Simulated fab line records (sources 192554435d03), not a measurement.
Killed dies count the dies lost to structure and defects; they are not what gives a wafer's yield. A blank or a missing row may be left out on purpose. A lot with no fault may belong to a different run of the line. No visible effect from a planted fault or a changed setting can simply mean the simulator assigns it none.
Matching of chambers | flow n5Finfet | rieDiel-04 running N5_SD_EPI_N_DESCUM_14: 4 sister chambers
The step chemistry O2, time 7.9 s. 4 wafers are shown with their chamber, then 9 later ones without.

== WAFERS PAIRED WITH THEIR CHAMBERS ==
wafer  | chamber | drypumpMotorCurrentA (A)
L092.4 | 2       | 5.7
L094.1 | 1       | 5.4
L094.2 | 0       | 5.9
L094.4 | 3       | 5.0

== WAFERS WITH NO CHAMBER GIVEN ==
wafer  | drypumpMotorCurrentA (A)
L095.2 | 5.7
L095.3 | 5.9
L095.4 | 4.9
L097.1 | 5.9
L097.2 | 5.7
L097.3 | 5.0
L097.4 | 5.4
L097.5 | 5.7
L097.6 | 4.9

== CHAMBER TAKEN BY EACH ==
wafer  | from the rows above | in truth
L095.2 | 2                   | 2
L095.3 | 0                   | 0
L095.4 | 3                   | 3
L097.1 | 0                   | 0
L097.2 | 2                   | 2
L097.3 | 3                   | 3
L097.4 | 1                   | 1
L097.5 | 2                   | 2
L097.6 | 3                   | 3
Correct placement for 9 of the 9. Can't be placed from these rows: 0. Placed wrongly: 0.
How it was worked out, from the rows above alone: a wafer's distance from a chamber is the root of the sum, over the readings, of the square of ((its reading less the chamber's mean) divided by the reading's scatter). The wafer belongs to the nearest chamber; if the next one is less than 2 further off, it can't be placed. For every chamber, the mean is computed from those of its wafers that are shown. The scatter (one wafer shown for each chamber): square how far every hidden wafer sits from the nearest shown wafer, average those squares and take the square root.
